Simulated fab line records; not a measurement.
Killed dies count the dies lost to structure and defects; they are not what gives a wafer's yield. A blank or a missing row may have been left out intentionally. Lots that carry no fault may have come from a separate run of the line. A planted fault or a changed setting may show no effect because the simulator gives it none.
Lot-split experiment -- flow n5-finfet -- 21 wafers read across 7 lots, on a route 1938 steps long

== ON THE SPLIT ==
At N5_BEOL_M0_SAQP_COAT_87 (time 60 s, resist thk 5 nm), the setting spin-rpm was moved away from the recipe's 1500 rpm on 9 of the 21 wafers read, by -10.2% to +9.7%. For the rest of the wafers, this setting stayed at what the recipe calls for.

== FROM THE SPLIT TO THE READING: what the file shows between them, 3 steps ==
- N5_BEOL_M0_SAQP_COAT_34: resist thk 30 nm
- N5_BEOL_M0_SAQP_EBR_36
- N5_BEOL_M0_SAQP_DESCUM_45: chemistry O2, time 7 s

== THE READING ==
etch.depth-nm (the simulator's own value, which no gauge read), in nm, at N5_BEOL_M0_SAQP_ETCH_88 (etches underlayer in N2/H2, target depth 6.5 nm, time 5.2 s). The file does not state a usual value for it. Here, 12 wafers ran the recipe; their average is 4.999 nm with a standard deviation of 0.013 nm.

wafer,"tool, chamber at the split","spin-rpm as run, rpm",against the recipe,"etch.depth-nm, nm",against lot-mates on the recipe
L074.2,"litho-track-04, 0",1500,recipe,5.004,-
L074.4,"litho-track-04, 0",1500,recipe,4.99,-
L074.5,"litho-track-04, 0",1500,recipe,5.005,-
L080.2,"litho-track-04, 0",1376,-8.3%,5.222,+0.222
L080.3,"litho-track-04, 0",1500,recipe,5,-
L080.6,"litho-track-04, 0",1376,-8.3%,5.212,+0.212
L083.2,"litho-track-05, 0",1500,recipe,5.015,-
L083.5,"litho-track-05, 0",1500,recipe,5.002,-
L083.6,"litho-track-05, 0",1347,-10.2%,5.29,+0.282
L084.1,"litho-track-05, 0",1367,-8.9%,5.232,+0.251
L084.2,"litho-track-05, 0",1500,recipe,4.977,-
L084.3,"litho-track-05, 0",1500,recipe,4.985,-
L087.2,"litho-track-05, 0",1645,+9.7%,4.775,-0.243
L087.4,"litho-track-05, 0",1500,recipe,5.018,-
L087.5,"litho-track-05, 0",1645,+9.7%,4.785,-0.233
L092.2,"litho-track-01, 0",1390,-7.3%,5.175,+0.196
L092.4,"litho-track-01, 0",1390,-7.3%,5.169,+0.190
L092.6,"litho-track-01, 0",1500,recipe,4.979,-
L094.1,"litho-track-05, 0",1500,recipe,5.012,-
L094.4,"litho-track-05, 0",1500,recipe,5,-
L094.5,"litho-track-05, 0",1362,-9.2%,5.239,+0.233

FIT RESULTS
A straight line over all 21 wafers: etch.depth-nm changes by -0.0249 nm for each +1% of spin-rpm; r = -0.99; the points scatter about the line by 0.016 nm.
The same after taking each lot's own level away (the mean of its wafers on the recipe; 21 wafers): -0.026 nm for each +1%; r = -1.00; scatter 0.0084 nm.
On that fit, the largest move of spin-rpm shifts the reading by 0.26 nm.
The lots' own levels span 4.9790 to 5.0180 nm, that is 3.0 times the standard deviation above.
The two slopes agree, so the slope changes little with the lot-to-lot level.
Check: for one of the wafers moved furthest among these (-10.2%), held out of the fit, the line's prediction against its lot-mates is +0.265 nm. It came out at +0.282 nm against them.

== ADDITIONAL SPLITS CARRIED BY THESE WAFERS ==
Before the reading, these wafers also passed through other splits. Each is held against what the fit with the lots' levels taken away leaves over:
other split on the same wafers,wafers away from the commonest value,r with etch.depth-nm (lot level and that fit taken away)
N5_HKMG_FIN_EXPOSE_09 dose-mj,8,-0.24
N5_HKMG_FIN_ETCH_32 source-w,9,+0.08
N5_MOL_CONTACT_COAG_ALD_27 ald-cycles,5,-0.26
N5_MOL_CONTACT_COAG_COAT_76 spin-rpm,7,-0.11
N5_MOL_CONTACT_COAG_ALD_133 ald-cycles,8,+0.00
N5_BEOL_M0_SAQP_ETCH_107 bias-w,8,+0.18

== THE FILE'S OWN FIT ==
etch.depth-nm changes by -0.0264 nm for each +1% of spin-rpm, r = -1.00.
